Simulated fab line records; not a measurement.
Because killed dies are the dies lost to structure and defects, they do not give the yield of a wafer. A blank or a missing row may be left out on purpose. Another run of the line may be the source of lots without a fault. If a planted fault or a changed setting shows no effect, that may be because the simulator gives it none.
What tool caused it?	flow nandHarc	Sampling: 13 lots, 39 wafers, 6 of 1159 route steps

== WHAT EACH GAUGE READ, for each wafer ==
NHARC_P_ZERO_WELL_CD_MEAS_37 targets a cd of 720 nm. Usual: cdNm at 719.7 nm, with a standard deviation of 1.3.
lot	measured	on	cdNm (nm)	flag
L987	day 1 16:14	cdSem-02	719.4 718.9 720.5	
L988	day 1 22:13	cdSem-03	717.7 717.3 719.7	
L989	day 2 04:14	cdSem-02	721.2 720.2 721.1	
L994	day 3 12:21	cdSem-03	- - -	OFF
L100	day 4 22:28	cdSem-03	718.4 718.4 718.6	
L102	day 5 10:15	cdSem-03	720.4 719.6 720.0	
L103	day 5 16:05	cdSem-03	718.0 718.4 717.4	
L104	day 5 22:11	cdSem-03	721.5 720.8 720.2	
L105	day 6 04:07	cdSem-03	719.4 718.8 719.9	
L106	day 6 10:16	cdSem-03	719.3 720.0 718.1	
L107	day 6 15:58	cdSem-03	720.6 720.7 721.3	
L108	day 6 22:16	cdSem-03	720.1 720.3 719.6	
L110	day 7 10:17	cdSem-02	719.6 718.4 717.2	

NHARC_P_STI_CD_MEAS_09 targets a cd of 200 nm. Usual: cdNm at 200.3 nm, with a standard deviation of 1.7.
lot	measured	on	cdNm (nm)	flag
L987	day 2 08:19	cdSem-03	199.3 200.8 197.8	
L988	day 2 20:56	cdSem-03	200.9 200.0 200.3	
L989	day 2 20:47	cdSem-01	203.3 203.1 203.5	
L100	day 5 17:12	cdSem-02	200.0 200.2 199.6	
L102	day 6 05:03	cdSem-03	201.5 201.7 200.7	
L103	day 6 12:28	cdSem-01	198.2 201.1 198.5	
L104	day 6 16:50	cdSem-03	200.6 201.6 198.6	
L105	day 7 00:43	cdSem-03	198.2 200.2 201.3	
L106	day 7 07:03	cdSem-02	199.7 201.6 201.6	
L107	day 7 12:32	cdSem-02	199.2 197.8 198.6	
L108	day 7 18:56	cdSem-03	201.9 203.1 201.5	
L110	day 8 07:21	cdSem-02	197.0 197.8 199.0	

NHARC_P_STI_CD_MEAS_16. Usual: cdNm at 200.2 nm, with a standard deviation of 1.8.
lot	measured	on	cdNm (nm)	flag
L987	day 2 09:01	cdSem-01	198.6 200.2 197.7	
L988	day 2 21:38	cdSem-02	201.6 200.0 201.0	
L989	day 2 21:29	cdSem-01	203.8 203.0 203.6	
L100	day 5 17:54	cdSem-01	199.0 199.1 198.9	
L102	day 6 05:44	cdSem-01	201.6 202.2 199.9	
L103	day 6 13:10	cdSem-01	197.3 199.4 197.5	
L104	day 6 17:34	cdSem-03	201.2 202.8 198.3	
L105	day 7 01:25	cdSem-02	198.8 200.2 201.6	
L106	day 7 07:44	cdSem-02	199.4 199.9 199.5	
L107	day 7 13:14	cdSem-03	198.3 198.2 198.3	
L108	day 7 19:38	cdSem-03	203.4 202.3 201.8	
L110	day 8 08:04	cdSem-01	197.5 197.2 199.7	

NHARC_END_SORT_01. Usual: killedAtArray 28, standard deviation 11; killedAtOther 0.9, standard deviation 1.2; killedAtPeriphery 2.6, standard deviation 2.1; killedDies 31, standard deviation 11; killedOpen 3.1, standard deviation 1.7; killedShort 1.9, standard deviation 1.3.
lot	measured	on	killedAtArray	killedAtOther	killedAtPeriphery	killedDies	killedOpen	killedShort	flag
L994	day 25 11:08	prober-02	18 12 16	4 1 3	655 664 658	677 677 677	6 2 5	1 1 4	OFF

== WHICH TOOL RAN EACH LOT (tool, then ch and the chambers of the sampled wafers, then the start) ==
lot	NHARC_P_ZERO_WELL_EXPOSE_34	NHARC_P_ZERO_WELL_RTA_42
L987	krfScanner-02 ch 0, day 1 16:04	rtpAnneal-02 ch 0, day 1 19:00
L988	krfScanner-03 ch 0, day 1 22:04	rtpAnneal-01 ch 0, day 2 01:14
L989	krfScanner-01 ch 0, day 2 04:04	rtpAnneal-01 ch 0, day 2 07:05
L994	krfScanner-02 ch 0, day 3 12:11	rtpAnneal-02 ch 0, day 3 15:11
L100	krfScanner-01 ch 0, day 4 22:19	rtpAnneal-02 ch 0, day 5 01:32
L102	krfScanner-01 ch 0, day 5 10:06	rtpAnneal-02 ch 0, day 5 13:12
L103	krfScanner-01 ch 0, day 5 15:55	rtpAnneal-02 ch 0, day 5 18:55
L104	krfScanner-01 ch 0, day 5 22:02	rtpAnneal-01 ch 0, day 6 00:59
L105	krfScanner-02 ch 0, day 6 03:57	rtpAnneal-02 ch 0, day 6 07:02
L106	krfScanner-01 ch 0, day 6 10:07	rtpAnneal-01 ch 0, day 6 13:04
L107	krfScanner-02 ch 0, day 6 15:49	rtpAnneal-02 ch 0, day 6 18:50
L108	krfScanner-01 ch 0, day 6 22:06	rtpAnneal-02 ch 0, day 7 01:03
L110	krfScanner-03 ch 0, day 7 10:08	rtpAnneal-02 ch 0, day 7 13:09
- NHARC_P_ZERO_WELL_EXPOSE_34: exposes mask P PWELL, target cd 720 nm.
- NHARC_P_ZERO_WELL_RTA_42: time 300 s.

== WHAT THE TOOLS THEMSELVES READ (means of the sampled wafers that have a number; where no wafer has one, the mark that the record gives instead) ==
NHARC_P_ZERO_WELL_RTA_42. Usual: lampPowerPct 32.8 %, standard deviation 1.4; lamp_zone_3_pct 32.8 %, standard deviation 1.4; wafer_temp_C_max 1106.7, standard deviation 2.
lot	tool	lampPowerPct (%)	lamp_zone_3_pct (%)	wafer_temp_C_max	flag
L987	rtpAnneal-02	31.7	31.7	1108.8	
L988	rtpAnneal-01	34.7	34.7	1105.0	
L989	rtpAnneal-01	34.7	34.7	1104.2	
L994	rtpAnneal-02	31.6	31.6	1108.5	
L100	rtpAnneal-02	31.7	31.7	1108.2	
L102	rtpAnneal-02	31.7	31.7	1108.9	
L103	rtpAnneal-02	31.8	31.7	1105.5	
L104	rtpAnneal-01	34.7	34.6	1105.1	
L105	rtpAnneal-02	31.8	31.7	1107.0	
L106	rtpAnneal-01	34.7	34.7	1104.9	
L107	rtpAnneal-02	31.7	31.7	1106.9	
L108	rtpAnneal-02	31.7	31.8	1108.2	
L110	rtpAnneal-02	31.7	31.7	1107.0	

== THE ANSWER, worked out from the rows above alone ==
Rule: take the mean of a lot's wafers that have a number; if it is more than 3 standard deviations from the usual mean, the lot is off. Also off: a lot with no number at a reading for which 4 or more lots have one. All remaining lots with rows at the step are treated as sound. Order of review: gauges by route order, followed by the tools' own readings, for which a lot's mean as printed above is used. At the first step where some lot is off, the reading lying furthest off is the one used; lots without a number count as furthest.
Off, at NHARC_P_ZERO_WELL_CD_MEAS_37 on cdNm: L994. Without a number there: L994.
A tool fits if, at a process step before that reading, it ran every lot that is off, and no sound lot after the first of them. Not tried: the gauges at NHARC_P_ZERO_WELL_CD_MEAS_37; whatever is off there is also off at NHARC_END_SORT_01, on other tools, and gauge error can't account for it. None of those tried fits.

== WHAT THE SIMULATOR PUT IN ==
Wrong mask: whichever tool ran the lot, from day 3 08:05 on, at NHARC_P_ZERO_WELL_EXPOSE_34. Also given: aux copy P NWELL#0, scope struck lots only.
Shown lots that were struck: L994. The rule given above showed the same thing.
